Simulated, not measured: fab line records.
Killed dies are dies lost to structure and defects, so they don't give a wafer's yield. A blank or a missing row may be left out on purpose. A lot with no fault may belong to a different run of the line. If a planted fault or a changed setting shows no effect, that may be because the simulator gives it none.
fab line records -- flow n5Finfet
[record] lots = 5, wafers = 13, lastDay = 14
route steps=1938 shown MOL_CONTACT_COAG@576 BEOL_M4@1111 PASSIVATION@1936
lots that met no fault: taken from a fault-free run of the same line
startH: start of the lot's first displayed wafer, in hours after the record's first day -- waitH: hours elapsed since this lot's preceding step -- " same as the row above -- L1.1+2: a single row standing in for several wafers -- - no value, or no start given -- * or withheld: withheld -- < > ~ a bound
route shown NAME@n: NAME is a module with steps in the file, n the number in the route of the first one -- usual: average and standard deviation across the fault-free wafers -- same: alike in all rows -- chamber/n: place in a boat -- sites: the reading at each site -- _std_site: how widely they spread, as a standard deviation -- _edge_site: mean of outer sites minus mean of inner sites -- radiusMm: for every site, how far away it sits from the centre of the wafer -- mask NAME#n: copy n -- behind: the tool/chamber that last shaped the wafer -- hold: why the lot went on hold/how many hours it stayed there/how the hold came to an end -- device: the transistor (n, p or np) that didn't switch -- end of line: at the end of the route, the tests of the same wafers -- a step without rows: its recipe alone -- killed: at the first sort, the dies lost to defects and structure; wafer yield is something else -- map: per-die view of a wafer (x killed, . not killed, _ where there is no die)
set.NAME: the setting the step ran with; set.NAME@STEP: the setting that earlier step ran with -- model.NAME: the simulator's own value behind a step, which no gauge read
lots seen at some steps along the route; tables by step, rows by wafer
services: the hour from which a tool's chamber was out of use, counted from the record's first day as startH (under 0 if before that day), plus the number of hours and why
[[steps]]
[step N5_MOL_CONTACT_COAG_DESCUM_88]
[recipe] chemistry = O2, timeS = 7, sourcePowerW = 50, biasPowerW = 20, pressureMtorr = 20, rfFrequencyHz = 2.712e+07, tempC = 40, resist = CAR-EUV, o2FlowSccm = 225
[step N5_MOL_CONTACT_COAG_ETCH_89]
[recipe] chemistry = N2/H2, target = underlayer, targetDepthA = 130, maskMaterial = CAR-EUV, timeS = 10.4, ionEnergyEv = 200, pressureMtorr = 30, sourceW = 840, biasW = 150, n2FlowSccm = 200, h2FlowSccm = 200, ends = cleared
[step N5_MOL_CONTACT_COAG_ETCH_90]
[recipe] chemistry = CF4, target = SiARC, targetDepthA = 130, maskMaterial = CAR-EUV, timeS = 21.7, ionEnergyEv = 80, pressureMtorr = 40, sourceW = 545, biasW = 36, Ar_flow_sccm = 100, cf4FlowSccm = 100, ends = cleared
[step N5_MOL_CONTACT_COAG_ALD_131]
[recipe] material = SiO2, targetThkA = 50, tempC = 100, aldPrecursorFamily = BDEAS, aldCoReactant = O2-plasma, pulseTimeS = 1, coReactantPulseTimeS = 1, purgeTimeS = 2, coReactantPurgeTimeS = 2, aldCycles = 35, pressureTorr = 2
[step N5_MOL_CONTACT_COAG_ETCHBACK_132]
[recipe] chemistry = CHF3, target = SiO2, targetDepthA = 100, timeS = 6.7, ionEnergyEv = 200, pressureMtorr = 30, sourceW = 610, biasW = 170, Ar_flow_sccm = 200, CHF3_flow_sccm = 50
[step N5_MOL_CONTACT_COAG_ETCH_91]
[recipe] chemistry = N2/H2, target = SOC, targetDepthA = 600, overetchA = 210, maskMaterial = SiARC, tempC = 40, timeS = 101.2, ionEnergyEv = 200, pressureMtorr = 30, sourceW = 840, biasW = 150, n2FlowSccm = 200, h2FlowSccm = 200
[step N5_MOL_CONTACT_COAG_STRIP_92]
[recipe] chemistry = N2/H2, tempC = 40, n2FlowSccm = 200, h2FlowSccm = 200, rfFrequencyHz = 6e+07
[step N5_MOL_CONTACT_COAG_STRIP_93]
[recipe] chemistry = N2/H2, tempC = 40, n2FlowSccm = 200, h2FlowSccm = 200, rfFrequencyHz = 6e+07
[step N5_MOL_CONTACT_COAG_ETCHBACK_135]
[recipe] chemistry = CHF3, target = SiO2, targetDepthA = 250, timeS = 16.7, ionEnergyEv = 200, pressureMtorr = 30, sourceW = 610, biasW = 170, Ar_flow_sccm = 200, CHF3_flow_sccm = 50
[step N5_MOL_CONTACT_COAG_STRIP_118]
[recipe] chemistry = CHF3, resist = SiARC, rfFrequencyHz = 6e+07
[step N5_MOL_CONTACT_COAG_VIA_ETCH_46]
[recipe] chemistry = C4F6/O2, targetDepthA = 460, overetchA = 92, maskMaterial = SOC, target = SiO2, biasW = 455, pressureMtorr = 10, timeS = 40, sourceW = 325, Ar_flow_sccm = 300, C4F6_flow_sccm = 10, O2_flow_sccm = 10, ionEnergyEv = 575.3, ends = endPoint
[usual] biasW = 454.9/1.3, drypumpMotorCurrentA = 5.8/0.55, oesProductAu = 0.70/0.065, rfVppV = 1596/13, showerheadPlenumPTorr = 2.84/0.089, throttleValvePct = 40.9/0.37
lot.wafer,tool,chamber,startH,waitH,biasW,drypumpMotorCurrentA,oesProductAu,rfHoursCounterH,rfVppV,showerheadPlenumPTorr,throttleValvePct,model.etch.depthNm,model.SOC_of_MOL_CONTACT_COAG_COAT_75.thkNm
L575.2,rieDiel-04,2,115.72,0.0,454.4,5.9,0.77,42,1605,2.77,41.1,46,50.6
L575.4,rieDiel-04,2,115.72,0.0,455.3,5.9,0.78,-,1605,2.77,41.1,46.58,50.6
L575.6,rieDiel-04,0,115.72,0.0,455.9,6.5,0.63,-,1581,2.82,41.1,46.7,50.8
L576.4,rieDiel-04,3,128.26,0.0,454.5,6.0,0.78,37,1613,3.01,40.8,46.47,50.2
L576.5,rieDiel-04,0,128.26,0.0,454.4,6.5,0.57,-,1581,2.81,41.1,40.02,52.4
L578.4,rieDiel-04,0,133.86,0.0,455.2,6.5,0.62,230,1581,2.81,41.1,46.25,50.6
L578.5,rieDiel-04,1,133.86,0.0,456.4,6.0,0.56,-,1583,2.79,40.7,39.76,52.6
L583.1,rieDiel-04,2,168.49,0.0,454.7,5.8,0.70,66,1605,2.76,41.0,41.24,52.2
L583.3,rieDiel-04,0,168.49,0.0,453.6,6.6,0.60,242,1579,2.81,41.1,45.05,50.4
L583.5,rieDiel-04,2,168.49,0.0,454.8,5.8,0.70,-,1604,2.76,41.0,40.87,52.4
L585.1,rieDiel-06,3,176.81,0.0,454.1,4.9,0.71,91,1608,2.86,41.3,46.13,50.6
L585.3,rieDiel-06,1,176.81,0.0,454.7,5.7,0.68,141,1606,2.95,41.3,46.54,50.8
L585.4,rieDiel-06,0,176.81,0.0,457.0,6.8,0.71,107,1590,2.73,40.1,47.57,51
[step N5_MOL_CONTACT_COAG_STRIP_96]
[recipe] chemistry = N2/H2, powerW = 500, tempC = 40, pressureMtorr = 50, rfFrequencyHz = 6e+07, overashFraction = 0.3, biasPowerW = 28, h2Frac = 0.5, n2FlowSccm = 300, h2FlowSccm = 300
[step N5_MOL_CONTACT_COAG_ETCH_47]
[recipe] chemistry = CH3F/O2, target = SiNx, targetDepthA = 270, maskMaterial = SiO2, stopOn = W, overEtchFrac = 0.2, ionEnergyEv = 120, endpoint = OES-CN, pressureMtorr = 30, sourceW = 395, biasW = 73, Ar_flow_sccm = 150, CH3F_flow_sccm = 30, O2_flow_sccm = 20, ends = endPoint
[usual] biasW = 72.95/0.19, drypumpMotorCurrentA = 5.8/0.55, etchRfOnTimeS = 31.1/0.49, oesProductAu = 0.70/0.07, rfVppV = 299.2/2.7, showerheadPlenumPTorr = 2.00/0.065, throttleValvePct = 16.37/0.27
lot.wafer,tool,chamber,startH,waitH,biasW,drypumpMotorCurrentA,etchRfOnTimeS,oesProductAu,rfHoursCounterH,rfVppV,showerheadPlenumPTorr,throttleValvePct,model.etch.overEtchS
L575.2,rieDiel-04,2,115.82,0.0,72.63,5.9,30.4,0.78,42,301.0,1.95,16.29,5.069
L575.4,rieDiel-04,2,115.82,0.0,72.97,5.9,30.2,0.77,-,301.1,1.95,16.30,5.034
L575.6,rieDiel-04,0,115.82,0.0,73.50,6.5,31.1,0.62,-,295.0,1.98,16.55,5.186
L576.4,rieDiel-04,3,128.37,0.0,72.77,6.0,30.4,0.79,37,302.7,2.12,16.15,5.068
L576.5,rieDiel-04,0,128.37,0.0,72.99,6.5,50.8,0.27,-,295.9,1.98,16.53,0
L578.4,rieDiel-04,0,133.96,0.0,73.35,6.5,31.4,0.62,230,295.5,1.98,16.57,5.226
L578.5,rieDiel-04,1,133.96,0.0,72.90,5.9,50.8,0.26,-,297.5,1.96,16.57,0
L583.1,rieDiel-04,2,168.60,0.0,73.10,5.9,31.4,0.39,66,301.4,1.94,16.31,5.228
L583.3,rieDiel-04,0,168.60,0.0,72.82,6.5,31.6,0.61,243,295.6,1.98,16.58,5.266
L583.5,rieDiel-04,2,168.60,0.0,72.82,5.8,31.2,0.35,-,301.7,1.94,16.29,5.202
L585.1,rieDiel-06,3,176.92,0.0,72.94,4.9,30.9,0.72,92,302.3,2.02,16.39,5.146
L585.3,rieDiel-06,1,176.92,0.0,72.99,5.7,31.3,0.66,141,303.3,2.08,16.68,5.21
L585.4,rieDiel-06,0,176.92,0.0,73.15,6.8,31.7,0.70,108,299.3,1.92,16.03,5.284
[step N5_MOL_CONTACT_COAG_STRIP_119]
[recipe] chemistry = N2/H2, timeS = 30, powerW = 1000, tempC = 250, pressureMtorr = withheld, n2FlowSccm = 1750, h2FlowSccm = 3250
[step N5_MOL_CONTACT_COAG_PRECLEAN_144]
[recipe] chemistry = alkalineClean, tempC = 60, timeS = 60, doPpb = 50
[step N5_MOL_CONTACT_COAG_SRD_145]
[recipe] dry = ipaMarangoni, timeS = 30, tempC = 23, rinseLiquid = diw
[step N5_MOL_CONTACT_COAG_COAT_62]
[recipe] resist = SOC, tempC = 250, timeS = 60, spinRpm = 1500, resistThkNm = 60
[step N5_MOL_CONTACT_COAG_COAT_63]
[recipe] resist = SiARC, tempC = 220, timeS = 60, spinRpm = 1500, resistThkNm = 10
[step N5_MOL_CONTACT_COAG_COAT_64]
[recipe] resist = underlayer, tempC = 205, timeS = 60, spinRpm = 1500, resistThkNm = 10
[step N5_MOL_CONTACT_COAG_COAT_34]
[recipe] resist = CAR-EUV, spinRpm = 1500, resistThkNm = 40
[step N5_MOL_CONTACT_COAG_EBR_36]
[recipe] solvent = PGMEA, ebrWidthMm = 1.5
[step N5_MOL_CONTACT_COAG_SOFTBAKE_35]
[recipe] tempC = 110, timeS = 60, resist = CAR-EUV
[step N5_MOL_CONTACT_COAG_EXPOSE_37]
[recipe] maskId = VD, na = 0.33, sourceShape = annular, sigmaInner = 0.3, sigmaOuter = 0.7, polarization = unpolarized, defocusNm = 0, doseMj = 62
[step N5_MOL_CONTACT_COAG_PEB_38]
[recipe] pebTempC = 100, pebTimeS = 60, resist = CAR-EUV
[step N5_MOL_CONTACT_COAG_DEVELOP_39]
[recipe] developTimeS = 30, developer = TMAH, resist = CAR-EUV, rinseLiquid = surfactantRinse, dry = airSpin, devTempC = 23
[step N5_MOL_CONTACT_COAG_DESCUM_45]
[recipe] chemistry = O2, timeS = 7, sourcePowerW = 50, biasPowerW = 20, pressureMtorr = 20, rfFrequencyHz = 2.712e+07, tempC = 40, resist = CAR-EUV, o2FlowSccm = 225
[step N5_MOL_CONTACT_COAG_ETCH_65]
[recipe] chemistry = N2/H2, target = underlayer, targetDepthA = 130, maskMaterial = CAR-EUV, timeS = 10.4, ionEnergyEv = 200, pressureMtorr = 30, sourceW = 840, biasW = 150, n2FlowSccm = 200, h2FlowSccm = 200, ends = cleared
[step N5_MOL_CONTACT_COAG_ETCH_66]
[recipe] chemistry = CF4, target = SiARC, targetDepthA = 130, maskMaterial = CAR-EUV, timeS = 21.7, ionEnergyEv = 80, pressureMtorr = 40, sourceW = 545, biasW = 36, Ar_flow_sccm = 100, cf4FlowSccm = 100, ends = cleared
[step N5_MOL_CONTACT_COAG_ALD_133]
[recipe] material = SiO2, targetThkA = 50, tempC = 100, aldPrecursorFamily = BDEAS, aldCoReactant = O2-plasma, pulseTimeS = 1, coReactantPulseTimeS = 1, purgeTimeS = 2, coReactantPurgeTimeS = 2, aldCycles = 35, pressureTorr = 2
[step N5_MOL_CONTACT_COAG_ETCHBACK_134]
[recipe] chemistry = CHF3, target = SiO2, targetDepthA = 100, timeS = 6.7, ionEnergyEv = 200, pressureMtorr = 30, sourceW = 610, biasW = 170, Ar_flow_sccm = 200, CHF3_flow_sccm = 50
[step N5_MOL_CONTACT_COAG_ETCH_67]
[recipe] chemistry = N2/H2, target = SOC, targetDepthA = 600, overetchA = 210, maskMaterial = SiARC, tempC = 40, timeS = 101.2, ionEnergyEv = 200, pressureMtorr = 30, sourceW = 840, biasW = 150, n2FlowSccm = 200, h2FlowSccm = 200
[step N5_MOL_CONTACT_COAG_STRIP_68]
[recipe] chemistry = N2/H2, tempC = 40, n2FlowSccm = 200, h2FlowSccm = 200, rfFrequencyHz = 6e+07
[step N5_MOL_CONTACT_COAG_STRIP_69]
[recipe] chemistry = N2/H2, tempC = 40, n2FlowSccm = 200, h2FlowSccm = 200, rfFrequencyHz = 6e+07
[step N5_MOL_CONTACT_COAG_ETCHBACK_136]
[recipe] chemistry = CHF3, target = SiO2, targetDepthA = 250, timeS = 16.7, ionEnergyEv = 200, pressureMtorr = 30, sourceW = 610, biasW = 170, Ar_flow_sccm = 200, CHF3_flow_sccm = 50
[step N5_MOL_CONTACT_COAG_STRIP_120]
[recipe] chemistry = CHF3, resist = SiARC, rfFrequencyHz = 6e+07
[step N5_MOL_CONTACT_COAG_VIA_ETCH_117]
[recipe] chemistry = C4F6/O2, targetDepthA = 400, overetchA = 80, maskMaterial = SOC, target = SiO2, biasW = 455, pressureMtorr = 10, timeS = 26, sourceW = 325, Ar_flow_sccm = 300, C4F6_flow_sccm = 10, O2_flow_sccm = 10, ionEnergyEv = 575.3, ends = endPoint
[step N5_MOL_CONTACT_COAG_ETCH_124]
[recipe] chemistry = CH3F/O2, target = SiNx, targetDepthA = 65, maskMaterial = SOC, stopOn = SiOC, overEtchFrac = 0.3, ionEnergyEv = 120, pressureMtorr = 30, sourceW = 395, biasW = 73, Ar_flow_sccm = 150, CH3F_flow_sccm = 30, O2_flow_sccm = 20, ends = endPoint
[usual] biasW = 73.02/0.22, drypumpMotorCurrentA = 5.8/0.6, oesProductAu = 0.67/0.058, rfVppV = 299.4/2.5, showerheadPlenumPTorr = 2.00/0.066, throttleValvePct = 16.32/0.26
lot.wafer,tool,chamber,startH,waitH,biasW,drypumpMotorCurrentA,oesProductAu,rfHoursCounterH,rfVppV,showerheadPlenumPTorr,throttleValvePct
L575.2,rieDiel-04,0,117.85,0.0,72.86,6.5,0.59,224,296.0,1.98,16.55
L575.4,rieDiel-04,0,117.85,0.0,72.89,6.5,0.60,-,296.7,1.98,16.54
L575.6,rieDiel-04,3,117.85,0.0,73.05,6.0,0.75,-,302.8,2.12,16.11
L576.4,rieDiel-06,0,130.00,0.0,72.86,6.8,0.67,96,297.9,1.93,15.98
L576.5,rieDiel-06,3,130.00,0.0,73.19,4.9,0.31,-,301.8,2.02,16.30
L578.4,rieDiel-06,1,135.39,0.0,73.15,5.7,0.65,124,301.4,2.09,16.62
L578.5,rieDiel-06,2,135.39,0.0,72.72,5.9,0.29,-,300.2,1.92,16.14
L583.1,rieDiel-04,3,170.08,0.0,72.50,6.0,0.38,55,302.7,2.12,16.15
L583.3,rieDiel-04,0,170.08,0.0,72.81,6.5,0.59,243,294.8,1.98,16.57
L583.5,rieDiel-04,2,170.08,0.0,73.38,5.9,0.34,-,301.1,1.94,16.29
L585.1,rieDiel-06,3,178.22,0.0,72.99,4.9,0.69,92,301.4,2.02,16.36
L585.3,rieDiel-06,0,178.22,0.0,73.08,6.8,0.67,108,298.8,1.92,16.00
L585.4,rieDiel-06,1,178.22,0.0,73.12,5.7,0.64,141,301.0,2.08,16.62
[step N5_BEOL_M4_RC_MEAS_101]
[usual] DIBL_N = 36.3/1, DIBL_P = 36.2/1.4, IOFF_N = 0.157/0.021, IOFF_P = 0.206/0.025, ION_N = 673/9, ION_P = 461/6.4, SS_N = 71.5/0.5, SS_P = 73.2/0.47, VT_N = 249.9/2.4, VT_P = -250.6/2.9
lot.wafer,tool,chamber,startH,waitH,DIBL_N[mV/V],DIBL_P[mV/V],IOFF_N[nA/um],IOFF_P[nA/um],ION_N[uA/um],ION_P[uA/um],SS_N[mV/dec],SS_P[mV/dec],VT_N[mV],VT_P[mV]
L575.2,prober-02,0,173.24,0.2,35.0,34.9,0.150,0.184,671,456,72.2,73.3,251.1,-254.3
L575.4,prober-02,0,173.24,0.2,36.1,35.6,0.175,0.207,675,459,71.6,73.8,248.2,-252.8
L575.6,prober-02,0,173.24,0.2,33.2,32.3,0.134,0.165,669,459,70.9,72.6,252.3,-256.9
L578.4,prober-01,0,202.01,0.5,37.3,36.1,0.155,0.206,684,468,71.7,73.3,248.2,-249.6
L576.4,prober-01,0,203.69,0.5,36.2,35.7,0.135,0.195,671,464,71.0,72.9,249.6,-250.6
L583.3,prober-01,0,234.20,0.3,35.2,35.3,0.140,0.192,667,462,71.3,73.0,250.2,-251.0
L585.1,prober-01,0,247.18,0.0,33.5,32.4,0.125,0.165,663,447,71.0,73.2,252.8,-254.5
L585.3,prober-01,0,247.18,0.0,36.0,35.7,0.155,0.204,667,454,71.0,73.5,251.8,-250.8
L585.4,prober-01,0,247.18,0.0,37.6,37.8,0.190,0.232,675,455,72.0,73.8,250.0,-248.7
[step N5_PASSIVATION_PROBE_49]
[usual] defectLimitedYield = 91.1/1.3, killed_at_M0_to_M3 = 36/10, killed_at_M4_up = 14/4.4, killedAtContacts = 14/5.7, killedAtFrontEnd = 39/9.4, killedAtOther = 2.9/2.6, killedDies = 105/15, killedOnRim = 14/3.5, killedOpen = 70/12, killedShort = 34/7.1, sort_bin_5_function = 5.3/0.77, sort_bin_6_memory = 3.3/0.66, sortNPass = 1075/15, sortYieldPct = 91.1/1.3
[same] grossDies = 1180, killedAtBackSide = 0, sort_bin_4_leakage[%] = 0, sort_bin_8_speed[%] = 0
lot.wafer,tool,chamber,startH,waitH,defectLimitedYield[%],killed_at_M0_to_M3,killed_at_M4_up,killedAtContacts,killedAtFrontEnd,killedAtOther,killedDies,killedOnRim,killedOpen,killedShort,sort_bin_5_function[%],sort_bin_6_memory[%],sortNPass,sortYieldPct[%]
L576.5,prober-01,-,298.69,0.2,0.3,44,8,1077,45,2,1176,148,69,42,95.6,3.7,4,0.3
L578.5,prober-02,-,303.77,0.2,0.6,41,14,1087,31,0,1173,149,74,35,95.1,4.0,7,0.6
L583.1,prober-02,-,323.88,0.0,13.8,37,12,923,37,8,1017,125,72,26,83.3,2.6,163,13.8
L583.3,prober-02,-,323.98,0.1,90.9,38,9,16,36,8,107,10,75,32,4.2,4.7,1073,90.9
L583.5,prober-02,-,324.08,0.2,6.2,36,11,1023,27,10,1107,100,46,47,90.5,2.8,73,6.2
// killed by level:class
L576.5 MOL_CONTACT_COAG:areaEtch=1065 STI_FIN_REVEAL:geometricParticle:open=14 FIN_SAQP:geometricParticle:short=12 MOL_CONTACT_COAG:geometricParticle:open=12 BEOL_M0_SAQP:geometricParticle:short=12 BEOL_M0_SAQP:geometricParticle:open=10 BEOL_M1:geometricParticle:open=10 FIN_SAQP:geometricParticle:open=4
L578.5 MOL_CONTACT_COAG:areaEtch=1063 MOL_CONTACT_COAG:geometricParticle:open=18 BEOL_M0_SAQP:geometricParticle:open=13 BEOL_M0_SAQP:geometricParticle:short=13 FIN_SAQP:geometricParticle:short=7 FIN_SAQP:geometricParticle:open=6 STI_FIN_REVEAL:geometricParticle:open=6 MOL_CONTACT_COAG:geometricParticle:short=6
L583.1 MOL_CONTACT_COAG:areaEtch=918 STI_FIN_REVEAL:geometricParticle:open=10 BEOL_M1:geometricParticle:open=9 STARTING-WAFER:geometricParticle:open=8 BEOL_M2:geometricParticle:open=7 BEOL_M3:geometricParticle:open=7 BEOL_M0_SAQP:geometricParticle:short=6 BEOL_M0_SAQP:geometricParticle:open=5
L583.3 MOL_CONTACT_COAG:geometricParticle:open=14 BEOL_M0_SAQP:geometricParticle:open=10 STI_FIN_REVEAL:geometricParticle:open=9 BEOL_M0_SAQP:geometricParticle:short=7 FIN_SAQP:geometricParticle:open=6 BEOL_M1:geometricParticle:open=6 BEOL_M2:geometricParticle:open=6 FIN_SAQP:geometricParticle:short=5
L583.5 MOL_CONTACT_COAG:areaEtch=1013 BEOL_M0_SAQP:geometricParticle:short=11 BEOL_M2:geometricParticle:open=11 FIN_SAQP:geometricParticle:short=6 MOL_CONTACT_COAG:geometricParticle:open=6 BEOL_M3:geometricParticle:open=6 STI_FIN_REVEAL:geometricParticle:open=5 STARTING-WAFER:geometricParticle:short=5
// map L576.5 (x killed, . not)
_________________xxxxxxxxxxxx________________
______________xxxxxxxxxxxxxxxxxx_____________
___________xxxxxxxxxxxxxxxxxxxxxxxx__________
__________xxxxxxxxxxxxxxxxxxxxxxxxxx_________
________xxxxxxxxxxxxxxxxxxxxxxxxxxxxxx_______
_______xxxxxxxxxxxxxxxxxxxxxxxxxxxxxxxx______
______xxxxxxxxxxxxxxxxxxxxxxxxxxxxxxxxxx_____
_____xxxxxxxxxxxxxxxxxxxxxxxxxxxxxxxxxxxx____
____xxxxxxxxxxxxxxxxxxxxxxxxxxxxxxxxxxxxxx___
___xxxxxxxxxxxxxxxxxxxxxxxxxxxxxxxxxxxxxxxx__
___xxxxxxxxxxxxxxxxxxxxxxxxxxxxxxxxxxxxxxxx__
__xxxxxxxxxxxxxxxxxxxxxxxxxxxxxxxxxxxxxxxxxx_
__xxxxxxxxxxxxxxxxxxxxxxxxxxxxxxxxxxxxxxxxxx_
_xxxxxxxxxxxxxxxxxxxxxxxxxxxxxxxxxxxxxxxxxxxx
_xxxxxxxxxxxxxxxxxxxxxxxxxxxxxxxxxxxxxxxxxxxx
_xxxxxxxxxxxxxxxxxxxxxxxxxxxxxxxxxxxxxxxxxxxx
_xxxxxxxxxxxxxxxxxxxxxxxxxxxxxxxxxxxxxxxxxxxx
_xxxxxxxxxxxxxxxxxxxxxxxxxxxxxxxxxxxxxxxxxxxx
_xxxxxxxxxxxxxxxxxxxxxxxxxxxxxxxxxxxxxxxxxxxx
_xxxxxxxxxxxxxxxxxxxxxxxxxxxxxxxxxxxxxxxxxxxx
_xxxxxxxxxxxxxxxxxxxxxxxxxxxxxxxxxxxxxxxxxxxx
__xxxxxxxxxxxxxxxxxxxxxxxxxxxxxxxxxxxxxxxxxx_
__xxxxxxxxxxxxxxxxxxxxxxxxxxxxxxxxxxxxxxxxxx_
___xxxxxxxxxxxxxxxxxxxxxxxxxxxxxxxxxxxxxxxx__
___xxxxxxxxxxxxxxxxxxxxxxxxxxxxxxxxxxxxxxxx__
____xxxxxxxxxxxxxxxxxxxxxxxxxxxxxxxxxxxxxx___
_____xxxxxxxxxxxxxxxxxxxxxxxxxxxxxxxxxxxx____
______xxxxxxxxxxxxxxxxxxxxxxxxxxxxxxxxxx_____
_______xxxxxxxxxxxxxxxxxxxxxxxxxxxxxxxx______
________xxxxxxxxxxxxxxxxxxxxxxxxxxxxxx_______
__________xxxxxxxxxxxxxxxxxxxxxxxxxx_________
___________xxxxxxxxxxxxxxxxxxxxxxx.__________
______________xxxxxxxxxxxxxxxxx._____________
_________________x.x.xxxxxxxx________________
// map L578.5 (x killed, . not)
_________________xxxxxxxxxxxx________________
______________xxxxxxxxxxxxxxxxxx_____________
___________xxxxxxxxxxxxxxxxxxxxxxxx__________
__________xxxxxxxxxxxxxxxxxxxxxxxxxx_________
________xxxxxxxxxxxxxxxxxxxxxxxxxxxxxx_______
_______xxxxxxxxxxxxxxxxxxxxxxxxxxxxxxxx______
______xxxxxxxxxxxxxxxxxxxxxxxxxxxxxxxxxx_____
_____xxxxxxxxxxxxxxxxxxxxxxxxxxxxxxxxxxxx____
____xxxxxxxxxxxxxxxxxxxxxxxxxxxxxxxxxxxxxx___
___xxxxxxxxxxxxxxxxxxxxxxxxxxxxxxxxxxxxxxxx__
___xxxxxxxxxxxxxxxxxxxxxxxxxxxxxxxxxxxxxxx.__
__xxxxxxxxxxxxxxxxxxxxxxxxxxxxxxxxxxxxxxxxxx_
__xxxxxxxxxxxxxxxxxxxxxxxxxxxxxxxxxxxxxxxxxx_
_xxxxxxxxxxxxxxxxxxxxxxxxxxxxxxxxxxxxxxxxxxxx
_xxxxxxxxxxxxxxxxxxxxxxxxxxxxxxxxxxxxxxxxxxx.
_xxxxxxxxxxxxxxxxxxxxxxxxxxxxxxxxxxxxxxxxxxxx
_xxxxxxxxxxxxxxxxxxxxxxxxxxxxxxxxxxxxxxxxxxxx
_xxxxxxxxxxxxxxxxxxxxxxxxxxxxxxxxxxxxxxxxxxxx
_xxxxxxxxxxxxxxxxxxxxxxxxxxxxxxxxxxxxxxxxxxxx
_xxxxxxxxx.xxxxxxxxxxxxxxxxxxxxxxxxxxxxxxxxxx
_xxxxxxxxxxxxxxxxxxxxxxxxxxxxxxxxxxxxxxxxxxxx
__xxxxxxx.xxxxxxxxxxxxxxxxxxxxxxxxxxxxxxxxxx_
__.xx.xxxxxxxxxxxxxxxxxxxxxxxxxxxxxxxxxxxxxx_
___xxxxx.xxxxxxxxxxxxxxxxxxxxxxxxxxxxxxxxxx__
___xxxxxxxxxxxxxxxxxxxxxxxxxxxxxxxxxxxxxxxx__
____xxxxxxxxxxxxxxxxxxxxxxxxxxxxxxxxxxxxxx___
_____xxxxxxxxxxxxxxxxxxxxxxxxxxxxxxxxxxxx____
______xxxxxxxxxxxxxxxxxxxxxxxxxxxxxxxxxx_____
_______xxxxxxxxxxxxxxxxxxxxxxxxxxxxxxxx______
________xxxxxxxxxxxxxxxxxxxxxxxxxxxxxx_______
__________xxxxxxxxxxxxxxxxxxxxxxxxxx_________
___________xxxxxxxxxxxxxxxxxxxxxxxx__________
______________xxxxxxxxxxxxxxxxxx_____________
_________________xxxxxxxxxxxx________________
[[services]]
tool,chamber,startH,hours,kind
rieDiel-04,0,96.47,9.4,repair
rieDiel-04,1,108.49,18.2,repair
rieDiel-04,1,151.30,-,clean
rieDiel-04,1,151.30,-,consumableReplace:focusRing
rieDiel-04,1,151.30,20.6,scheduledDown
rieDiel-04,1,151.30,20.6,ventCycle
rieDiel-06,2,154.30,2.7,repair
[[key]]
[firstSign] step = N5_MOL_CONTACT_COAG_ETCH_47, reading = etchRfOnTimeS, direction = up, sigmas = 20, usual = *, struck = *, wafersMoved = 2
[effect] step = N5_MOL_CONTACT_COAG_ETCH_47, reading = oesProductAu, direction = down, sigmas = 5.5, usual = 0.70, struck = 0.32
[effect] step = N5_MOL_CONTACT_COAG_ETCH_124, reading = oesProductAu, direction = down, sigmas = 5.8, usual = 0.67, struck = 0.33
[effect] step = N5_PASSIVATION_PROBE_49, reading = killedAtContacts, direction = up, sigmas = 99+, usual = 14, struck = 1028
[modelEffect] step = N5_MOL_CONTACT_COAG_VIA_ETCH_46, value = etch.depthNm, without = 46.02, struck = 40.47
[modelEffect] step = N5_MOL_CONTACT_COAG_ETCH_47, value = etch.overEtchS, without = 5.214, struck = 2.608
[moreKillsBornAt] N5_MOL_CONTACT_COAG_VIA_ETCH_46@rieDiel-04 = 4059
metAt N5_MOL_CONTACT_COAG_VIA_ETCH_46
struckWafers L576.5,L578.5,L583.1,L583.5
laterRowsLeftOut L576.5,L578.5,L583.1,L583.5
onsetBetween 115.72 128.26
[fault] kind = processParameterDrift, tool = rieDiel-04, chamber = -, onsetH = 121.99, steps = N5_MOL_CONTACT_COAG_VIA_ETCH_46, channel = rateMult, offset = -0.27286, shape = step, endH = 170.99, scope = struckWafersOnly
// laterRowsLeftOut: the simulator's readings of these wafers behind a module that went badly wrong aren't trusted and aren't shown, but for the sort
